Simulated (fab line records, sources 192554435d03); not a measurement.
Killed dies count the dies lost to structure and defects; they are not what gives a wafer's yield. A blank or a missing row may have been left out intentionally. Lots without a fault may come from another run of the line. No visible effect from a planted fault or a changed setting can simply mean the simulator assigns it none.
Chamber matching | flow n5Finfet | N5_STI_FIN_REVEAL_ALD_14 on aldSin-03: 4 sister chambers
The step deposits Si3N4, target thk 3 nm. 20 wafers are shown with their chamber, then 10 later ones without.

== WAFERS WITH THEIR CHAMBER ==
wafer  | chamber | heaterPowerW (W)
L077.1 | 2       | 916
L077.4 | 0       | 766
L077.6 | 1       | 864
L079.1 | 2       | 901
L079.2 | 0       | 777
L079.3 | 1       | 870
L079.4 | 3       | 793
L079.5 | 0       | 762
L079.6 | 3       | 788
L081.2 | 1       | 875
L081.4 | 0       | 778
L081.5 | 3       | 789
L082.3 | 0       | 774
L082.4 | 3       | 783
L082.5 | 2       | 900
L086.2 | 1       | 855
L086.4 | 2       | 856
L086.6 | 1       | 857
L088.3 | 2       | 864
L088.4 | 1       | 843

SIGNATURES, as means of the wafers listed above
reading      | chamber 0 | chamber 1 | chamber 2 | chamber 3 | scatter within a chamber
heaterPowerW | 771.40    | 860.67    | 887.40    | 788.25    | 15
Rule: distance of a wafer from a chamber = root of the sum over the readings of ((wafer's reading minus chamber's mean) / reading's scatter) squared. The wafer belongs to the nearest chamber; if the next one is less than 2 further off, it can't be placed. The scatter: the root of (the sum of the squares of (reading less its chamber's mean) over the shown wafers, divided by (wafers less chambers)).

== WAFERS MISSING THEIR CHAMBER ==
wafer  | heaterPowerW (W)
L088.5 | 853
L091.1 | 836
L091.2 | 784
L091.5 | 790
L093.1 | 837
L093.2 | 790
L093.5 | 784
L094.2 | 842
L094.3 | 777
L094.5 | 780

== WHICH CHAMBER EACH ONE RAN IN ==
wafer  | from the rows above          | in truth
L088.5 | can't be placed: 1 or 2      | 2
L091.1 | can't be placed: 1 or 3 or 2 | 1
L091.2 | can't be placed: 3 or 0      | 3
L091.5 | can't be placed: 3 or 0      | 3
L093.1 | can't be placed: 1 or 3 or 2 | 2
L093.2 | can't be placed: 3 or 0      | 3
L093.5 | can't be placed: 3 or 0      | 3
L094.2 | can't be placed: 1 or 2      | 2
L094.3 | can't be placed: 0 or 3      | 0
L094.5 | can't be placed: 3 or 0      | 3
Correctly placed: 0 of 10. Unplaceable from these rows: 10, with the true chamber sitting among the candidates in 10. Placed wrongly: 0.
